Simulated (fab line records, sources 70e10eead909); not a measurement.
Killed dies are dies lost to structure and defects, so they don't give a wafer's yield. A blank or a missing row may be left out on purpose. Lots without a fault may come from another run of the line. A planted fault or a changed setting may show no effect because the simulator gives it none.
Chamber matching | flow nand_harc | NHARC_A_CHANNEL_FILL_D1_CMP_10 on cmp-02: 4 sister chambers
The step polishes, target thk 150 nm. 8 wafers are shown with their chamber, then 7 later ones without.

WAFERS WITH THEIR CHAMBER
wafer  | chamber | motor_current_A (A) | time_to_endpoint_s (s)
L081.5 | 2       | 11.8                | 16.2
L084.1 | 2       | 11.6                | 10.7
L084.6 | 1       | 10.9                | 9.3
L088.1 | 0       | 13.0                | 16.2
L088.5 | 0       | 13.0                | 15.6
L088.6 | 3       | 10.5                | 14.3
L092.1 | 3       | 11.0                | 10.1
L092.3 | 1       | 10.8                | 9.0

WAFERS WITHOUT THEIR CHAMBER
wafer  | motor_current_A (A) | time_to_endpoint_s (s)
L092.4 | 12.1                | 13.8
L095.1 | 11.0                | 13.1
L095.4 | 13.7                | 14.8
L095.5 | 13.4                | 15.5
L097.3 | 12.1                | 16.5
L097.5 | 11.2                | 15.0
L097.6 | 12.3                | 16.7

WHICH CHAMBER EACH WENT THROUGH
wafer  | from the rows above          | in truth
L092.4 | 2                            | 2
L095.1 | can't be placed: 3 or 1      | 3
L095.4 | 0                            | 0
L095.5 | 0                            | 0
L097.3 | 2                            | 2
L097.5 | can't be placed: 3 or 2 or 1 | 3
L097.6 | can't be placed: 2 or 0      | 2
Placed correctly: 4 of 7. Can't be placed from these rows: 3 (the true chamber is among the candidates in 3). Placed wrongly: 0.
How it was worked out, from the rows above alone: a wafer's distance from a chamber is the root of the sum, over the readings, of the square of ((its reading less the chamber's mean) divided by the reading's scatter). The wafer belongs to the nearest chamber; if the next one is less than 2 further off, it can't be placed. A chamber's mean is the mean of its shown wafers. The scatter: the root of (the sum of the squares of (reading less its chamber's mean) over the shown wafers, divided by (wafers less chambers)).
